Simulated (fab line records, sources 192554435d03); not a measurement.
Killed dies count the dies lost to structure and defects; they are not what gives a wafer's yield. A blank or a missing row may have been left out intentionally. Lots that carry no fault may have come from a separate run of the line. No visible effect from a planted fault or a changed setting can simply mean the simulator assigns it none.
fab line records | flow n5Finfet
record: lots: 3 | wafers: 9 | lastDay: 17
route steps=1938 shown BEOL_M1@757 BEOL_M4@1111 PASSIVATION@1936
lots that met no fault: taken from a fault-free run of the same line
startH: the number of hours between the record's first day and the start of the first shown wafer of the lot | waitH: how many hours have passed since the lot's step before this one | " unchanged from the row above | L1.1+2: a row that stands for several wafers | - no value, or no start given | * or withheld: withheld | < > ~ a bound
route shown NAME@n: a module of which the file shows steps, and the number in the route of the first | usual: mean and standard deviation over wafers with no fault | same: alike in all rows | chamber/n: place in a boat | sites: each site's reading | _std_site: how widely they spread, as a standard deviation | _edge_site: the outer-site mean with the inner-site mean subtracted | radiusMm: for every site, how far away it sits from the centre of the wafer | mask NAME#n: copy n | behind: tool/chamber where the wafer was last shaped | hold: the reason the lot was held/the length of the hold in hours/how it ended | device: transistor that didn't switch, given as n, p or np | end of line: tests of these same wafers at the route's end | step lacking rows: just its recipe | killed: at the first sort, the dies lost to defects and structure; wafer yield is something else | map: the dies of a wafer, with x for killed, . for not killed, _ for no die there
set.NAME: the run value of the setting; set.NAME@STEP: its run value at that earlier step | model.NAME: the simulator's own value behind a step, which no gauge read
certain route steps with their lots: each step a table, each wafer a row
services: a tool's chamber out of use, with start hour (startH, from the record's first day; less than 0 if before it), hours out, and reason
== steps ==
step: N5_BEOL_M1_COAT_73
recipe: resist: underlayer | tempC: 205 | timeS: 60 | spinRpm: 1500 | resistThkNm: 5
step: N5_BEOL_M1_COAT_05
recipe: resist: CAR-EUV | spinRpm: 1500 | resistThkNm: 30
step: N5_BEOL_M1_EBR_07
recipe: solvent: PGMEA | ebrWidthMm: 1.5
step: N5_BEOL_M1_SOFTBAKE_06
recipe: tempC: 110 | timeS: 60 | resist: CAR-EUV
step: N5_BEOL_M1_EXPOSE_08
recipe: maskId: M1 | na: 0.33 | sourceShape: dipole | sigmaInner: 0.369 | sigmaOuter: 0.767 | polarization: unpolarized | doseMj: 33
step: N5_BEOL_M1_PEB_09
recipe: pebTempC: 100 | pebTimeS: 60 | resist: CAR-EUV
step: N5_BEOL_M1_DEVELOP_10
recipe: developTimeS: 30 | developer: TMAH | resist: CAR-EUV | rinseLiquid: surfactantRinse | dry: airSpin | devTempC: 23
step: N5_BEOL_M1_DESCUM_16
recipe: chemistry: O2 | timeS: 7 | sourcePowerW: 50 | biasPowerW: 20 | pressureMtorr: 20 | rfFrequencyHz: 2.712e+07 | tempC: 40 | resist: CAR-EUV | o2FlowSccm: 225
step: N5_BEOL_M1_ETCH_74
recipe: chemistry: N2/H2 | target: underlayer | targetDepthA: 65 | maskMaterial: CAR-EUV | timeS: 5.2 | ionEnergyEv: 200 | pressureMtorr: 30 | sourceW: 840 | biasW: 150 | n2FlowSccm: 200 | h2FlowSccm: 200 | ends: cleared
step: N5_BEOL_M1_ETCH_63
recipe: chemistry: CF4 | target: SiARC | targetDepthA: 156 | maskMaterial: CAR-EUV | timeS: 26 | ionEnergyEv: 80 | pressureMtorr: 40 | sourceW: 545 | biasW: 36 | Ar_flow_sccm: 100 | cf4FlowSccm: 100 | ends: cleared
usual: drypumpMotorCurrentA: 5.7/0.4 | etchRfOnTimeS: 26.2/0.66 | oesProductAu: 0.64/0.051 | rfVppV: 184.2/1.1 | showerheadPlenumPTorr: 2.16/0.065 | throttleValvePct: 15.67/0.19
lot.wafer | tool       | chamber | startH | waitH | drypumpMotorCurrentA | etchRfOnTimeS | oesProductAu | rfHoursCounterH | rfVppV | showerheadPlenumPTorr | throttleValvePct
L814.1    | rieDiel-03 | 0       | 143.46 | 0.0   | 5.3                  | 26.6          | 0.68         | 128             | 187.2  | 2.24                  | 15.61
L814.4    | "          | 3       | "      | "     | 5.6                  | 25.7          | 0.64         | 179             | 182.1  | 2.13                  | 15.68
L814.5    | "          | 3       | "      | "     | 5.6                  | 25.8          | 0.64         | -               | 183.6  | 2.13                  | 15.67
L819.1    | rieDiel-02 | 3       | 167.04 | 0.0   | 5.5                  | 25.4          | 0.61         | 219             | 185.2  | 2.21                  | 15.58
L819.2    | "          | 1       | "      | "     | 6.0                  | 25.8          | 0.66         | 138             | 184.4  | 2.15                  | 15.24
L819.4    | "          | 0       | "      | "     | 6.6                  | 26.0          | 0.60         | 213             | 182.5  | 2.03                  | 15.72
L832.2    | rieDiel-02 | 2       | 252.39 | 0.0   | 5.1                  | 26.5          | 0.62         | 175             | 183.9  | 2.22                  | 15.94
L832.3    | "          | 1       | "      | "     | 6.0                  | 25.3          | 0.65         | 165             | 183.7  | 2.14                  | 15.30
L832.4    | "          | 0       | "      | "     | 6.5                  | 26.1          | 0.59         | 240             | 182.8  | 2.02                  | 15.78
step: N5_BEOL_M1_ETCH_64
recipe: chemistry: N2/H2 | target: SOC | targetDepthA: 750 | overetchA: 150 | maskMaterial: SiARC | tempC: 40 | timeS: 112.5 | ionEnergyEv: 200 | pressureMtorr: 30 | sourceW: 840 | biasW: 150 | n2FlowSccm: 200 | h2FlowSccm: 200
step: N5_BEOL_M1_STRIP_65
recipe: chemistry: N2/H2 | tempC: 40 | n2FlowSccm: 200 | h2FlowSccm: 200 | rfFrequencyHz: 6e+07
step: N5_BEOL_M1_STRIP_75
recipe: chemistry: N2/H2 | tempC: 40 | n2FlowSccm: 200 | h2FlowSccm: 200 | rfFrequencyHz: 6e+07
step: N5_BEOL_M1_STRIP_66
recipe: chemistry: CF4 | resist: SiARC | powerW: 300 | biasPowerW: 75 | pressureMtorr: 50 | cf4FlowSccm: 150 | rfFrequencyHz: 6e+07
step: N5_BEOL_M1_HM_OPEN_17
recipe: chemistry: Cl2/BCl3 | targetDepthA: 200 | overetchA: 60 | target: TiN | maskMaterial: SOC | ionEnergyEv: 150 | pressureMtorr: 10 | icpW: 1000 | biasW: 126 | Cl2_flow_sccm: 53.25 | bcl3FlowSccm: 21.75 | Ar_flow_sccm: 25
step: N5_BEOL_M1_STRIP_19
recipe: chemistry: O2 | powerW: 400 | tempC: 40 | pressureMtorr: 30 | rfFrequencyHz: 6e+07 | biasPowerW: 0 | overashFraction: 0.2 | o2FlowSccm: 225
step: N5_BEOL_M1_COAT_67
recipe: resist: SOC | tempC: 250 | timeS: 60 | spinRpm: 1500 | resistThkNm: 60
step: N5_BEOL_M1_COAT_68
recipe: resist: SiARC | tempC: 220 | timeS: 60 | spinRpm: 1500 | resistThkNm: 12
step: N5_BEOL_M1_COAT_76
recipe: resist: underlayer | tempC: 205 | timeS: 60 | spinRpm: 1500 | resistThkNm: 5
step: N5_BEOL_M1_COAT_22
recipe: resist: CAR-EUV | spinRpm: 1500 | resistThkNm: 30
step: N5_BEOL_M1_EBR_24
recipe: solvent: PGMEA | ebrWidthMm: 1.5
step: N5_BEOL_M1_SOFTBAKE_23
recipe: tempC: 110 | timeS: 60 | resist: CAR-EUV
step: N5_BEOL_M1_EXPOSE_25
recipe: maskId: V0 | na: 0.33 | sourceShape: quasar | sigmaInner: 0.2 | sigmaOuter: 0.8 | polarization: unpolarized | defocusNm: 5 | targetCdNm: 24 | doseMj: 63
step: N5_BEOL_M1_PEB_26
recipe: pebTempC: 100 | pebTimeS: 60 | resist: CAR-EUV
step: N5_BEOL_M1_DEVELOP_27
recipe: developTimeS: 30 | developer: TMAH | resist: CAR-EUV | rinseLiquid: surfactantRinse | dry: airSpin | devTempC: 23
step: N5_BEOL_M1_INSPECT_30
recipe: mode: adi | inspectInstrument: brightfield
usual: rawDefectCount: 428/110
lot.wafer | tool             | chamber | startH | waitH | rawDefectCount
L814.1    | defectInspect-02 | -       | 144.47 | 0.1   | 452
L814.4    | "                | -       | "      | "     | 441
L814.5    | "                | -       | "      | "     | 450
L819.1    | defectInspect-02 | -       | 167.96 | 0.1   | 350
L819.2    | "                | -       | "      | "     | 338
L819.4    | "                | -       | "      | "     | 341
L832.2    | defectInspect-01 | -       | 253.41 | 0.0   | 1211
L832.3    | "                | -       | "      | "     | 402
L832.4    | "                | -       | "      | "     | 578
step: N5_BEOL_M1_DESCUM_33
recipe: chemistry: O2 | timeS: 7 | sourcePowerW: 50 | biasPowerW: 20 | pressureMtorr: 20 | rfFrequencyHz: 2.712e+07 | tempC: 40 | resist: CAR-EUV | o2FlowSccm: 225
step: N5_BEOL_M4_RC_MEAS_101
usual: DIBL_N: 36.1/1.7 | DIBL_P: 35.9/2.1 | IOFF_N: 0.154/0.029 | IOFF_P: 0.21/0.035 | ION_N: 673/10 | ION_P: 463/7.5 | SS_N: 71.6/0.59 | SS_P: 73.2/0.69 | VT_N: 250.5/2.9 | VT_P: -250/3.2
lot.wafer | tool      | chamber | startH | waitH | DIBL_N[mV/V] | DIBL_P[mV/V] | IOFF_N[nA/um] | IOFF_P[nA/um] | ION_N[uA/um] | ION_P[uA/um] | SS_N[mV/dec] | SS_P[mV/dec] | VT_N[mV] | VT_P[mV]
L814.1    | prober-01 | 0       | 196.25 | 0.0   | 35.5         | 35.3         | 0.171         | 0.23          | 673          | 466          | 71.7         | 74.0         | 246.2    | -246
L814.4    | "         | 0       | "      | "     | 36.5         | 37.7         | 0.201         | 0.28          | 693          | 476          | 71.8         | 73.0         | 243.1    | -245
L814.5    | "         | 0       | "      | "     | 36.5         | 37.9         | 0.203         | 0.27          | 694          | 471          | 71.8         | 73.2         | 243.2    | -245
L819.1    | prober-01 | 0       | 224.10 | 0.0   | 36.9         | 36.7         | 0.150         | 0.22          | 662          | 461          | 70.9         | 73.3         | 250.8    | -245
L819.2    | "         | 0       | "      | "     | 38.3         | 38.8         | 0.176         | 0.25          | 679          | 469          | 72.2         | 74.1         | 248.9    | -245
L819.4    | "         | 0       | "      | "     | 37.7         | 36.7         | 0.155         | 0.21          | 668          | 463          | 72.1         | 73.9         | 249.5    | -249
L832.2    | prober-02 | 0       | 302.80 | 0.2   | 34.7         | 34.1         | 0.140         | 0.20          | 665          | 459          | 71.1         | 72.3         | 250.7    | -251
L832.3    | "         | 0       | "      | "     | 34.0         | 33.8         | 0.132         | 0.20          | 663          | 467          | 71.5         | 72.4         | 253.5    | -248
L832.4    | "         | 0       | "      | "     | 35.8         | 35.9         | 0.164         | 0.24          | 680          | 469          | 72.1         | 73.4         | 247.3    | -250
step: N5_PASSIVATION_PROBE_49
usual: defectLimitedYield: 91.3/1.4 | killed_at_M0_to_M3: 34/9.2 | killed_at_M4_up: 13/5.3 | killedAtContacts: 12/6 | killedAtFrontEnd: 39/12 | killedAtOther: 4/3.3 | killedDies: 102/17 | killedOpen: 67/12 | killedShort: 34/7.4 | sort_bin_5_function: 5.1/1 | sort_bin_6_memory: 3.2/0.6 | sortNPass: 1078/17 | sortYieldPct: 91.3/1.4
same: grossDies: 1180 | killedAtBackSide: 0 | sort_bin_4_leakage[%]: 0 | sort_bin_8_speed[%]: 0
lot.wafer | tool      | chamber | startH | waitH | defectLimitedYield[%] | killed_at_M0_to_M3 | killed_at_M4_up | killedAtContacts | killedAtFrontEnd | killedAtOther | killedDies | killedOpen | killedShort | sort_bin_5_function[%] | sort_bin_6_memory[%] | sortNPass | sortYieldPct[%]
L814.1    | prober-02 | -       | 291.30 | 0.0   | 90.7                  | 31                 | 9               | 16               | 41               | 13            | 110        | 62         | 38          | 4.7                    | 3.4                  | 1070      | 90.7
L814.4    | prober-02 | -       | 291.45 | 0.2   | 93.1                  | 27                 | 14              | 8                | 27               | 5             | 81         | 47         | 34          | 3.9                    | 2.6                  | 1099      | 93.1
L814.5    | prober-02 | -       | 291.50 | 0.2   | 91.8                  | 39                 | 15              | 12               | 19               | 12            | 97         | 69         | 27          | 5.2                    | 3.0                  | 1083      | 91.8
L819.1    | prober-02 | -       | 321.96 | 0.0   | 92.8                  | 28                 | 4               | 8                | 41               | 4             | 85         | 52         | 30          | 3.5                    | 3.2                  | 1095      | 92.8
L819.2    | prober-02 | -       | 322.01 | 0.1   | 95.0                  | 15                 | 3               | 7                | 30               | 4             | 59         | 36         | 23          | 3.1                    | 1.9                  | 1121      | 95.0
L819.4    | prober-02 | -       | 322.11 | 0.2   | 93.1                  | 21                 | 14              | 6                | 32               | 8             | 81         | 52         | 28          | 4.2                    | 2.2                  | 1099      | 93.1
L832.2    | prober-01 | -       | 411.40 | 0.1   | 80.6                  | 163                | 14              | 3                | 37               | 12            | 229        | 59         | 26          | 10.9                   | 5.5                  | 951       | 80.6
L832.3    | prober-01 | -       | 411.45 | 0.1   | 92.1                  | 45                 | 16              | 10               | 18               | 4             | 93         | 63         | 29          | 4.9                    | 2.7                  | 1087      | 92.1
killed by level:class
L814.1 MOL_CONTACT_COAG:geometricParticle:open=10 HKMG_FIN:areaEtch=9 BEOL_M3:geometricParticle:open=7 FIN_SAQP:geometricParticle:short=6 DUMMY_GATE:geometricParticle:open=6 MOL_CONTACT_COAG:geometricParticle:short=6 BEOL_M0_SAQP:geometricParticle:short=5 BEOL_M0:geometricParticle:short=5
L814.4 BEOL_M0_SAQP:geometricParticle:short=9 BEOL_M0_SAQP:geometricParticle:open=8 MOL_CONTACT_COAG:geometricParticle:open=7 FIN_SAQP:geometricParticle:short=5 STI_FIN_REVEAL:geometricParticle:open=5 STARTING-WAFER:geometricParticle:short=5 BEOL_M4:geometricParticle:open=4 ILD0:geometricParticle:open=3
L814.5 BEOL_M0_SAQP:geometricParticle:open=11 MOL_CONTACT_COAG:geometricParticle:open=11 BEOL_M3:geometricParticle:open=10 STI_FIN_REVEAL:geometricParticle:open=7 BEOL_M0_SAQP:geometricParticle:short=6 BEOL_M2:geometricParticle:open=5 BEOL_M6:geometricParticle:open=4 MIM_TOP_ETCH:geometricParticle:open=4
L819.1 BEOL_M0_SAQP:geometricParticle:short=7 FIN_SAQP:geometricParticle:open=6 STI_FIN_REVEAL:geometricParticle:open=6 MOL_CONTACT_COAG:geometricParticle:open=6 FIN_SAQP:geometricParticle:short=5 DUMMY_GATE:geometricParticle:open=5 BEOL_M0_SAQP:geometricParticle:open=5 BEOL_M2:geometricParticle:open=5
L819.2 MOL_CONTACT_COAG:geometricParticle:open=6 DUMMY_GATE:geometricParticle:open=5 STI_FIN_REVEAL:geometricParticle:open=3 DUMMY_GATE:geometricParticle:short=3 GATE_CUT:geometricParticle:open=3 BEOL_M1:geometricParticle:open=3 STARTING-WAFER:geometricParticle:short=3 FIN_CUT:geometricParticle:open=2
L819.4 FIN_SAQP:geometricParticle:short=6 STI_FIN_REVEAL:geometricParticle:open=6 BEOL_M2:geometricParticle:open=5 FIN_SAQP:geometricParticle:open=4 MOL_CONTACT_COAG:geometricParticle:open=4 BEOL_M0_SAQP:geometricParticle:open=4 BEOL_M0_SAQP:geometricParticle:short=4 BEOL_M8:geometricParticle:open=4
L832.2 BEOL_M1:unspecified=142 GATE_CUT:geometricParticle:short=7 BEOL_M0_SAQP:geometricParticle:open=7 DUMMY_GATE:geometricParticle:open=6 FIN_SAQP:geometricParticle:open=5 GATE_CUT:geometricParticle:open=5 ILD0:geometricParticle:open=4 BEOL_M3:geometricParticle:open=4
L832.3 BEOL_M0_SAQP:geometricParticle:short=10 MOL_CONTACT_COAG:geometricParticle:open=9 FIN_SAQP:geometricParticle:open=8 BEOL_M1:geometricParticle:open=8 BEOL_M0_SAQP:geometricParticle:open=7 BEOL_M0:geometricParticle:open=6 BEOL_M4:geometricParticle:open=5 BEOL_M2:geometricParticle:open=4
map L832.2 (x killed, . not)
_________________............________________
______________..x..........x...._____________
___________.....................x.x__________
__________..x.............x...x....._________
________x.......x......x.......x......_______
_______...............................x______
______........x..............x.x...x...._____
_____...........................x.......x____
____.x.x.........x..x.........x......x....___
___.......x......x.............x..x........__
___...x..x...........x.....................__
__....x...x...x..x....x..xx.....x..x.......x_
__..x.x...x....x.................x.........._
_......xx.xxxxxxx........x...x........x.x....
_....x...x.xxxxxxx.xx.........x...........x..
_.x.....xx.xxxxxxxx.xx..............x........
_......x.xxxxxxxxxxx............x............
_....x..xxxxxxxxxxxxxx..x....x...............
_....xxxxxxxxxxxxxxx...x...............x.....
_....x.xxxxxxxxxxxxxxxx..................x...
_......xxxxxxxxxxxxxxx.......................
__....xx.xxxxxxxxxxx......x................x_
__.....xxxxxxxxxxxx......................x.._
___x.....xxxxxxxxx................x........__
___..........x..x.x.....x.......x..x.......__
____.......x......x........x..............___
_____...........x...........x............____
______......x..x.........x..........x..._____
_______.........................x...x.x______
________..x.............x.x..........._______
__________.......x.................._________
___________.......................x__________
______________.................._____________
_________________x...........________________
map L819.1 (x killed, . not)
_________________....x.......________________
______________.x................_____________
___________......................x.__________
__________x...x......x.............._________
________...............x......x......._______
_______................................______
______.....x.............x...........x.._____
_____................x.x..............xx.____
____..x.....x.........xx.........x........___
___.........xx.......x.x...................__
___....x............x......x...............__
__..x.........x...........x......x..x......._
__...................x......................_
_x...x.........x...........x...........xx....
_....x...........x.......x........x.....x....
_.....................................x......
_.....................................x...x..
_......x.....................................
_...............................x.x..........
_..................................x.........
_..............x...........x..x...x..........
__........x..x....xx.....x.................._
__......x..........................x........_
___.x....................x.x...............__
___..............x...x.....................__
____.....................xx...............___
_____............x............x........x.____
______.................................._____
_______....x......................x.x..______
________.............................._______
__________........x........x........_________
___________x...x...................__________
______________.x....xx.........._____________
_________________xx....x.....________________
== services ==
tool       | chamber | startH | hours | kind
rieDiel-03 | 2       | 185.59 | -     | clean
rieDiel-03 | 2       | 185.59 | -     | consumableReplace:esc
rieDiel-03 | 2       | 185.59 | -     | consumableReplace:focusRing
rieDiel-03 | 2       | 185.59 | 32.6  | scheduledDown
rieDiel-03 | 2       | 185.59 | 32.6  | ventCycle
rieDiel-03 | 1       | 223.29 | -     | clean
rieDiel-03 | 1       | 223.29 | -     | consumableReplace:focusRing
rieDiel-03 | 1       | 223.29 | 20.4  | scheduledDown
rieDiel-03 | 1       | 223.29 | 20.4  | ventCycle
== key ==
firstSign: step: N5_BEOL_M1_INSPECT_30 | reading: rawDefectCount | direction: up | sigmas: 7.2 | usual: 428 | struck: 1211
effect: step: N5_PASSIVATION_PROBE_49 | reading: killed_at_M0_to_M3 | direction: up | sigmas: 14 | usual: 34 | struck: 163
moreKillsBornAt: N5_BEOL_M1_ETCH_63@rieDiel-02: 142
metAt N5_BEOL_M1_ETCH_63
struckWafers L832.2
fault: kind: chamberParticleSource | tool: rieDiel-02 | chamber: 2 | onsetH: 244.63 | steps: N5_BEOL_M1_ETCH_63 | ratePerVisitCm2: 1.2634 | endH: 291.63
